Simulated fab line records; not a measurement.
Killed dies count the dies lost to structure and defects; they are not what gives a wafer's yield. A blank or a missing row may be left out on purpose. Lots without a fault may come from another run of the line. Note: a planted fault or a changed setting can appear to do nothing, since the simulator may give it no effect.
Split-lot trial | flow n5_finfet | 7 lots, 21 wafers read, on a route of 1938 steps

## SPLIT DETAILS
At N5_BEOL_M14_EXPOSE_25 (exposes mask M14, target cd 280 nm), the setting dose_mj was moved away from the recipe's 26.6 on 10 of the 21 wafers read, by -6.2% to +6.9%. This setting was run at the recipe's value on the other wafers.

## FROM THE SPLIT TO THE READING: what the file shows between them, 3 steps
- N5_BEOL_M14_PEB_26: peb time 90 s
- N5_BEOL_M14_DEVELOP_27: develop time 45 s
- N5_BEOL_M14_HARDBAKE_32: time 120 s

## THE READING
At N5_BEOL_M14_CD_MEAS_28: cd_nm in nanometres, against a target cd of 284.4 nm. A value of 285.1 nm with a standard deviation of 1.8 nm is what fault-free wafers of this fab line usually give.

wafer  | tool, chamber at the split | dose_mj as run | against the recipe | cd_nm, nm | against lot-mates on the recipe
L078.2 | krf_scanner-02, 0          | 28.44          | +6.9%              | 295.3     | +10.8
L078.3 | krf_scanner-02, 0          | 28.44          | +6.9%              | 296.2     | +11.7
L078.4 | krf_scanner-02, 0          | 26.6           | recipe             | 284.5     | -
L083.4 | krf_scanner-01, 0          | 26.6           | recipe             | 283.0     | -
L083.5 | krf_scanner-01, 0          | 26.6           | recipe             | 283.5     | -
L083.6 | krf_scanner-01, 0          | 26.6           | recipe             | 280.6     | -
L085.2 | krf_scanner-01, 0          | 26.6           | recipe             | 285.8     | -
L085.3 | krf_scanner-01, 0          | 27.44          | +3.2%              | 293.8     | +6.7
L085.5 | krf_scanner-01, 0          | 26.6           | recipe             | 288.5     | -
L089.4 | krf_scanner-01, 0          | 26.6           | recipe             | 285.0     | -
L089.5 | krf_scanner-01, 0          | 28.15          | +5.8%              | 292.7     | +7.7
L089.6 | krf_scanner-01, 0          | 28.15          | +5.8%              | 292.2     | +7.2
L088.1 | krf_scanner-02, 0          | 28.34          | +6.5%              | 294.8     | +10.8
L088.2 | krf_scanner-02, 0          | 28.34          | +6.5%              | 294.2     | +10.2
L088.3 | krf_scanner-02, 0          | 26.6           | recipe             | 284.0     | -
L092.2 | krf_scanner-02, 0          | 24.96          | -6.2%              | 274.0     | no lot-mate on the recipe
L092.3 | krf_scanner-02, 0          | 24.96          | -6.2%              | 274.1     | no lot-mate on the recipe
L092.6 | krf_scanner-02, 0          | 24.96          | -6.2%              | 274.3     | no lot-mate on the recipe
L095.2 | krf_scanner-01, 0          | 26.6           | recipe             | 285.0     | -
L095.3 | krf_scanner-01, 0          | 26.6           | recipe             | 286.0     | -
L095.5 | krf_scanner-01, 0          | 26.6           | recipe             | 285.3     | -

THE FIT
A straight line over all 21 wafers: cd_nm changes by +1.61 nm for each +1% of dose_mj; r = +0.97; the points scatter about the line by 1.8 nm.
The same after taking each lot's own level away (the mean of its wafers on the recipe; 18 wafers): +1.54 nm for each +1%; r = +0.98; scatter 1.1 nm.
According to that fit, moving dose_mj by its largest amount changes the reading by 11 nm.
The span of the lots' own levels, 282.37 to 287.15 nm, comes to 2.7 times the standard deviation stated above.
The two slopes agree, so the slope changes little with the lot-to-lot level.
Check: for one of the wafers moved furthest among these (+6.9%), held out of the fit, the line's prediction against its lot-mates is +10.7 nm. It came out at +10.8 nm against them.

## THE OTHER SPLITS THESE WAFERS WENT THROUGH
Note: prior to the reading, these wafers also went through further splits. Each is held against what the fit with the lots' levels taken away leaves over:
other split on the same wafers   | wafers away from the commonest value | r with cd_nm (lot level and that fit taken away)
N5_BEOL_M12_ETCH_59 h2_flow_sccm | 10                                   | -0.20
N5_BEOL_M13_EXPOSE_07 dose_mj    | 7                                    | +0.18
N5_BEOL_M13_ETCH_59 time_s       | 7                                    | -0.39

## THE WHOLE CHAIN: every reading that the file lists as answering this split, in the file's order
step                   | what it does                    | reading                                                         | change (the file's fit)              | r (the file's)
N5_BEOL_M14_CD_MEAS_28 | target cd 284.4 nm              | cd_nm                                                           | +1.57 nm for each +1% of the setting | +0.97
N5_BEOL_M14_DESCUM_33  | chemistry O2, time 7.9 s        | BEOL_M14.cd_nm (the simulator's own value, which no gauge read) | +1.56 nm for each +1% of the setting | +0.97
N5_BEOL_M14_ETCH_68    | etches SOC in N2/H2, time 450 s | BEOL_M14.cd_nm (the simulator's own value, which no gauge read) | +1.77 nm for each +1% of the setting | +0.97

## THE FILE'S OWN FIT
cd_nm changes by +1.57 nm for each +1% of dose_mj, r = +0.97.
